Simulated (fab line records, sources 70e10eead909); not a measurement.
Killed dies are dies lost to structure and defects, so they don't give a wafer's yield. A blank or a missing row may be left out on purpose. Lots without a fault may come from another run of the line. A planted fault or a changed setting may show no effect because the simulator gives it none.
Tool commonality check | flow nand_harc | 12 lots, 36 wafers sampled

WHY IT WAS OPENED
At NHARC_P_GATE_CD_MEAS_26 the reading cd_nm is flagged on 2 of 12 lots. Wafers without a fault read 119.6 nm, standard deviation 0.63.
Rule: a lot is flagged when every wafer of it that has a number lies more than 4 standard deviations from that mean, or none has a number. The other lots count as sound.

lot  | measured     | on        | cd_nm (nm), wafer by wafer | flag
L330 | day 4 23:48  | cd_sem-02 | 119.9 119.6 119.4          |
L331 | day 5 13:02  | cd_sem-03 | 120.2 120.4 120.0          |
L332 | day 5 16:01  | cd_sem-02 | 119.9 119.9 119.7          |
L333 | day 6 08:20  | cd_sem-02 | 119.3 118.9 118.6          |
L334 | day 6 14:26  | cd_sem-03 | 118.6 118.2 118.9          |
L340 | day 9 02:44  | cd_sem-01 | 120.4 120.1 120.3          |
L341 | day 9 16:09  | cd_sem-02 | 202.2 202.3 202.6          | FLAGGED
L343 | day 10 11:44 | cd_sem-02 | 202.5 201.9 202.4          | FLAGGED
L349 | day 13 04:59 | cd_sem-01 | 119.4 119.3 119.9          |
L350 | day 13 15:30 | cd_sem-02 | 120.1 120.1 119.7          |
L352 | day 14 06:43 | cd_sem-01 | 119.3 119.0 118.5          |
L353 | day 14 14:20 | cd_sem-03 | 119.9 119.4 119.5          |
The numbers of the flagged lots are 202.3 nm on average: +82.7 nm against the usual, or +99 or more standard deviations.

WHICH TOOL RAN EACH LOT
The record holds 1 process step before the reading, out of a route of 1302 steps. In each cell: the tool, then ch and the chambers that the sampled wafers went through, then the start.
lot  | flag    | NHARC_P_GATE_PEB_24
L330 |         | litho_track-01 ch 0, day 4 23:43
L331 |         | litho_track-01 ch 0, day 5 12:57
L332 |         | litho_track-04 ch 0, day 5 15:56
L333 |         | litho_track-06 ch 0, day 6 08:16
L334 |         | litho_track-06 ch 0, day 6 14:22
L340 |         | litho_track-01 ch 0, day 9 02:40
L341 | FLAGGED | litho_track-01 ch 0, day 9 16:05
L343 | FLAGGED | litho_track-01 ch 0, day 10 11:40
L349 |         | litho_track-06 ch 0, day 13 04:54
L350 |         | litho_track-04 ch 0, day 13 15:25
L352 |         | litho_track-04 ch 0, day 14 06:38
L353 |         | litho_track-01 ch 0, day 14 14:14
What these steps do:
- NHARC_P_GATE_PEB_24: peb time 65 s.
- NHARC_P_GATE_CD_MEAS_26: target cd 120 nm.

FLAGGED OVER TOTAL, TOOL BY TOOL (the gauges that took the reading come last)
step                    | tool           | lots run | flagged | share of the flagged lots | sound lots run after its first flagged lot
NHARC_P_GATE_PEB_24     | litho_track-01 | 6        | 2       | all                       | 1 (L353)
NHARC_P_GATE_PEB_24     | litho_track-04 | 3        | 0       | none                      | -
NHARC_P_GATE_PEB_24     | litho_track-06 | 3        | 0       | none                      | -
NHARC_P_GATE_CD_MEAS_26 | cd_sem-01      | 3        | 0       | none                      | -
NHARC_P_GATE_CD_MEAS_26 | cd_sem-02      | 6        | 2       | all                       | 1 (L350)
NHARC_P_GATE_CD_MEAS_26 | cd_sem-03      | 3        | 0       | none                      | -

WHAT THE TABLE ALLOWS
2 rows of the table ran every flagged lot: litho_track-01 at NHARC_P_GATE_PEB_24, cd_sem-02 at NHARC_P_GATE_CD_MEAS_26.
- litho_track-01 at NHARC_P_GATE_PEB_24: 2 of its 6 lots flagged. Sound lots ran on it after the first flagged one (L353), which a lasting fault on the whole tool wouldn't allow. Its own readings lie more than 4 standard deviations out on every wafer of the flagged lots: heater_power_total_W, plate_temp_C.
- cd_sem-02 at NHARC_P_GATE_CD_MEAS_26: 2 of its 6 lots flagged. Sound lots ran on it after the first flagged one (L350), which a lasting fault on the whole tool wouldn't allow.
No row of the table ran every flagged lot and no sound lot after the first.

WHAT THE SIMULATOR HAD PUT IN
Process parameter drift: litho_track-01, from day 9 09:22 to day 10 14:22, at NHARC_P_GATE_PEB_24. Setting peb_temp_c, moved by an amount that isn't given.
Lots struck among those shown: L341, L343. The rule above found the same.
